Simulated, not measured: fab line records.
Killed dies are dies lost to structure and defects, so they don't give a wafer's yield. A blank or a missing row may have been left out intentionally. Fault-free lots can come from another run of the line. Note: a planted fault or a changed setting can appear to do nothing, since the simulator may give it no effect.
What tool caused it? -- flow nand_harc -- 6 lots, 18 wafers sampled, at 6 steps of a route of 1302

## WHAT THE GAUGES READ, wafer by wafer
NHARC_END_SORT_01.
lot,measured,on,killed_at_array
L692,day 30 00:23,prober-01,88 113 81

## EACH LOT AND THE TOOL THAT RAN IT (in order: tool; ch and the chambers of the sampled wafers; start)
lot,NHARC_A_WL_FILL_ETCHBACK_05,NHARC_A_CONTACT_DESCUM_47,NHARC_A_CONTACT_ETCH_112,NHARC_A_CONTACT_ETCH_114,NHARC_A_CONTACT_ETCH_115
L681,"rie_metal-01 ch 0,1, day 20 17:43","rie_diel-02 ch 0,1,2, day 22 03:01","har_cap_etch-03 ch 1, day 22 05:01","har_cap_etch-03 ch 1, day 22 05:22","har_cap_etch-03 ch 1, day 22 05:32"
L686,"rie_metal-01 ch 0,1, day 23 20:11","rie_diel-13 ch 0,1,3, day 24 19:37","har_cap_etch-02 ch 0,1, day 24 21:59","har_cap_etch-02 ch 0,1, day 24 22:20","har_cap_etch-02 ch 0,1, day 24 22:30"
L692,"rie_metal-01 ch 0,1, day 25 04:10","rie_diel-02 ch 1,2,3, day 26 09:25","har_cap_etch-02 ch 0,1, day 26 12:11","har_cap_etch-02 ch 0,1, day 26 12:31","har_cap_etch-02 ch 0,1, day 26 12:41"
L696,"rie_metal-02 ch 0,1, day 26 14:18","rie_diel-10 ch 1,2,3, day 27 11:31","har_cap_etch-03 ch 0, day 27 13:32","har_cap_etch-03 ch 0, day 27 13:53","har_cap_etch-03 ch 0, day 27 14:03"
L695,"rie_metal-02 ch 1, day 26 23:50","rie_diel-10 ch 0,3, day 28 00:10","har_cap_etch-01 ch 0,1, day 28 02:11","har_cap_etch-01 ch 0,1, day 28 02:32","har_cap_etch-01 ch 0,1, day 28 02:43"
L702,"rie_metal-01 ch 0,1, day 29 12:16","rie_diel-13 ch 0,3, day 30 13:03","har_cap_etch-02 ch 0,1, day 30 15:06","har_cap_etch-02 ch 0,1, day 30 15:26","har_cap_etch-02 ch 0,1, day 30 15:37"
- NHARC_A_WL_FILL_ETCHBACK_05: etches the open film in Cl2/BCl3, target depth 22 nm, time 60 s.
- NHARC_A_CONTACT_DESCUM_47: chemistry O2, time 3 s.
- NHARC_A_CONTACT_ETCH_112: etches the open film in C4F8/O2/Ar, time 190 s, target depth 1850 nm.
- NHARC_A_CONTACT_ETCH_114: etches the open film in C4F8/O2/Ar, time 190 s, target depth 1850 nm.
- NHARC_A_CONTACT_ETCH_115: etches the open film in C4F8/O2/Ar, time 190 s, target depth 1850 nm.

## THE ANSWER, worked out from the rows above alone
Rule: the usual values come from the lots themselves. Put in order of their means at a reading, lots are off if they are a third of the lots or fewer, leave a main group of 4 or more, and stand apart from it by a gap of 3 or more times the standard deviation of the main group's means; of several such gaps the widest counts. If all means in a main group match to the digits the tables above print for the reading, that group is not used. A lot without any number at a reading at which 4 lots or more have one is off too. The other lots that the step has rows for count as sound.
Across all readings shown, no lot is off: no conclusion can be drawn from this.

## WHAT THE SIMULATOR PUT IN
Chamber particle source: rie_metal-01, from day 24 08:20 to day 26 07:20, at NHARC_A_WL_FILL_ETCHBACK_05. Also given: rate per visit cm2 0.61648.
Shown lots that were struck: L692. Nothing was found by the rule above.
